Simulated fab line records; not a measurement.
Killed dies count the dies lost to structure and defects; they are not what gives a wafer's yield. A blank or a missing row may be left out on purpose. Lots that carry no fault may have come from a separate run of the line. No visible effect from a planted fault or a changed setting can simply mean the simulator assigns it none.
A lot that was struck, set against a sound lot    flow nand-harc    18 out of 1159 route steps
Sound: these wafers, L827.1, L827.3, L827.5. Wafers L839.1, L839.3, L839.6 were the ones struck. The cause comes at the end.
For every step that has rows: the tool of each side, followed by ch and its chambers, followed by its first start. Under that, the readings that differ: sound wafers    struck wafers    difference of the means    sigmas: that difference in standard deviations of wafers without a fault.
alike: readings with means less than 2 such deviations apart, plus words and numbers identical on both sides. not compared: withheld readings, readings lacking a value on some wafer, bounds such as >300 that could conceal the same value, and numbers that have no deviation in the record and whose values overlap.
Wherever a step has rows on one side only, a row that says differs or no value, or a row with sigmas, the two part there. When numbers do not overlap yet have no deviation, they are printed without sigmas and do not part them. A reading missing from all wafers of one side parts the sides only when that side holds two or more wafers.

NHARC_A_M1_PRE_CLEAN_32: time 12 s.
  sound on pecvd-03 ch 1,2, day 18 14:00; struck on pecvd-03 ch 0,1, day 22 17:08
  alike: heater-power-w
NHARC_A_M1_DEP_33: deposits SiCN, target thk 30 nm.
  sound on pecvd-03 ch 1,2, day 18 14:10; struck on pecvd-03 ch 0,1, day 22 17:13
  alike: heater-power-w
NHARC_A_BONDPAD_DEP_00: deposits SiCN, target thk 250 nm.
  sound on pecvd-04 ch 0,1, day 18 14:49; struck on pecvd-03 ch 0,1,2
  alike: heater-power-w
NHARC_A_BONDPAD_CMP_29: polishes SiCN, target thk 200 nm.
  sound on cmp-01 ch 0,2,3, day 18 15:13; struck on cmp-03 ch 0,1,3, day 22 18:28
  alike: edge-zone-pressure-frac, motor-current-A, retaining-ring-pressure-frac
NHARC_A_BONDPAD_THK_MEAS_30: measures by ellipsometry.
  sound on film-metro-02 at day 18 15:28; struck on film-metro-01 at day 22 18:42
  alike: thk-nm
then, 7 steps without rows for these wafers: NHARC_A_BONDPAD_SRD_31; NHARC_A_BONDPAD_DEHYDRATE_01 (time 120 s); NHARC_A_BONDPAD_HMDS_02 (time 30 s); NHARC_A_BONDPAD_COAT_33 (time 65 s); NHARC_A_BONDPAD_COAT_03 (resist thk 600 nm); NHARC_A_BONDPAD_SOFTBAKE_04 (time 70 s); NHARC_A_BONDPAD_EBR_05.
NHARC_A_BONDPAD_EXPOSE_06: exposes mask A BPAD.
  sound on krf-scanner-04 ch 0, day 18 15:46; struck on krf-scanner-04 ch 0, day 22 19:07
reading               sound              struck             difference  sigmas
exposure-dose-mJ-cm2  36.97 36.96 37.02  45.29 45.21 45.20  +8.25       +99 or more
  alike: mask, reticle-temp-C
then, 2 steps without rows for these wafers: NHARC_A_BONDPAD_PEB_07 (peb time 80 s); NHARC_A_BONDPAD_DEVELOP_08 (time 50 s).
NHARC_A_BONDPAD_CD_MEAS_09: the cd target is 500 nm.
  sound on cd-sem-03 ch 0, day 18 15:55; struck on cd-sem-03 ch 0, day 22 19:16
  alike: cd-nm
NHARC_A_BONDPAD_OVL_MEAS_35:
  sound on overlay-01 at day 18 16:00; struck on overlay-02 at day 22 19:21
reading            sound     struck  difference  sigmas
overlay-y-nm (nm)  -6 -5 -5  6 6 6   +11         +2
  alike: overlay-x-nm
NHARC_END_SORT_01:
  only the struck wafers appear in the record here, on prober-01 ch 0 at day 24 08:10; the sound ones have no rows

## WHERE THEY PART
Last at NHARC_END_SORT_01 as far as this record goes, first at NHARC_A_BONDPAD_EXPOSE_06.

WHY: what the simulator had put in
Drift in process parameters on krf-scanner-04 at NHARC_A_BONDPAD_EXPOSE_06, starting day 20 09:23. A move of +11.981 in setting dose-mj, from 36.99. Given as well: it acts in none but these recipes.
